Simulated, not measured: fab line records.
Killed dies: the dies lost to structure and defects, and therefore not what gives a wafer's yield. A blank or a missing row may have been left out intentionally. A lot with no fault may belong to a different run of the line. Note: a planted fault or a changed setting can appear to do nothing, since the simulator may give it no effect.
Matching of chambers || flow n5-finfet || 4 sister chambers for N5_GATE_CUT_SAC_CAP_01 on ald-sin-02
The step material SiNx, target thk 24 nm, pulse time 1 s, ald cycles 480. 18 wafers are shown with their chamber, then 9 later ones without.

## WAFERS PAIRED WITH THEIR CHAMBERS
{"wafer": "L074.1", "chamber": 2, "heater-power-w (W)": 882, "precursor-pulse-height-rel": 1.000}
{"wafer": "L074.2", "chamber": 1, "heater-power-w (W)": 806, "precursor-pulse-height-rel": 0.971}
{"wafer": "L074.3", "chamber": 3, "heater-power-w (W)": 775, "precursor-pulse-height-rel": 0.981}
{"wafer": "L074.4", "chamber": 3, "heater-power-w (W)": 783, "precursor-pulse-height-rel": 1.004}
{"wafer": "L074.5", "chamber": 1, "heater-power-w (W)": 839, "precursor-pulse-height-rel": 0.969}
{"wafer": "L074.6", "chamber": 2, "heater-power-w (W)": 866, "precursor-pulse-height-rel": 0.976}
{"wafer": "L075.1", "chamber": 3, "heater-power-w (W)": 789, "precursor-pulse-height-rel": 1.021}
{"wafer": "L075.2", "chamber": 0, "heater-power-w (W)": 900, "precursor-pulse-height-rel": 1.005}
{"wafer": "L075.3", "chamber": 2, "heater-power-w (W)": 867, "precursor-pulse-height-rel": 1.039}
{"wafer": "L075.4", "chamber": 1, "heater-power-w (W)": 817, "precursor-pulse-height-rel": 1.004}
{"wafer": "L075.5", "chamber": 2, "heater-power-w (W)": 876, "precursor-pulse-height-rel": 1.000}
{"wafer": "L075.6", "chamber": 1, "heater-power-w (W)": 822, "precursor-pulse-height-rel": 0.975}
{"wafer": "L080.1", "chamber": 2, "heater-power-w (W)": 877, "precursor-pulse-height-rel": 0.978}
{"wafer": "L080.3", "chamber": 3, "heater-power-w (W)": 771, "precursor-pulse-height-rel": 1.033}
{"wafer": "L080.5", "chamber": 1, "heater-power-w (W)": 794, "precursor-pulse-height-rel": 0.999}
{"wafer": "L086.1", "chamber": 2, "heater-power-w (W)": 875, "precursor-pulse-height-rel": 1.018}
{"wafer": "L086.2", "chamber": 3, "heater-power-w (W)": 777, "precursor-pulse-height-rel": 0.996}
{"wafer": "L086.3", "chamber": 1, "heater-power-w (W)": 838, "precursor-pulse-height-rel": 0.972}

SIGNATURES (means of the wafers above)
{"reading": "heater-power-w", "chamber 0": 900.00, "chamber 1": 819.33, "chamber 2": 873.83, "chamber 3": 779.00, "scatter within a chamber": 11.8}
{"reading": "precursor-pulse-height-rel", "chamber 0": 1.00500, "chamber 1": 0.98167, "chamber 2": 1.00183, "chamber 3": 1.00700, "scatter within a chamber": 0.0203}
Rule: distance of a wafer from a chamber = root of the sum over the readings of ((wafer's reading minus chamber's mean) / reading's scatter) squared. If the next closest chamber is less than 2 further off than the closest, the wafer can't be placed; otherwise it belongs to the closest. The scatter: take each reading less its chamber's mean, square it, sum over the shown wafers, divide by the number of wafers less the number of chambers, and take the root.

## WAFERS WITHOUT THEIR CHAMBER
{"wafer": "L086.4", "heater-power-w (W)": 893, "precursor-pulse-height-rel": 1.031}
{"wafer": "L086.5", "heater-power-w (W)": 903, "precursor-pulse-height-rel": 0.982}
{"wafer": "L086.6", "heater-power-w (W)": 835, "precursor-pulse-height-rel": 1.018}
{"wafer": "L092.4", "heater-power-w (W)": 800, "precursor-pulse-height-rel": 0.988}
{"wafer": "L092.5", "heater-power-w (W)": 828, "precursor-pulse-height-rel": 1.020}
{"wafer": "L092.6", "heater-power-w (W)": 910, "precursor-pulse-height-rel": 1.027}
{"wafer": "L094.1", "heater-power-w (W)": 876, "precursor-pulse-height-rel": 0.996}
{"wafer": "L094.4", "heater-power-w (W)": 845, "precursor-pulse-height-rel": 1.029}
{"wafer": "L094.5", "heater-power-w (W)": 834, "precursor-pulse-height-rel": 0.976}

## THE CHAMBER EACH PASSED THROUGH
{"wafer": "L086.4", "from the rows above": "can't be placed: 0 or 2", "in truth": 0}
{"wafer": "L086.5", "from the rows above": "can't be placed: 0 or 2", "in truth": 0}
{"wafer": "L086.6", "from the rows above": "can't be placed: 1 or 2", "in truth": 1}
{"wafer": "L092.4", "from the rows above": "can't be placed: 1 or 3", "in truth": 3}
{"wafer": "L092.5", "from the rows above": "can't be placed: 1 or 2", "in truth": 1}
{"wafer": "L092.6", "from the rows above": "can't be placed: 0 or 2", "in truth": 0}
{"wafer": "L094.1", "from the rows above": "can't be placed: 2 or 0", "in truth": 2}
{"wafer": "L094.4", "from the rows above": "can't be placed: 2 or 1", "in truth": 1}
{"wafer": "L094.5", "from the rows above": 1, "in truth": 1}
Correctly placed: 1 of 9. Can't be placed from these rows: 8 (the true chamber is among the candidates in 8). Wrongly placed: 0.
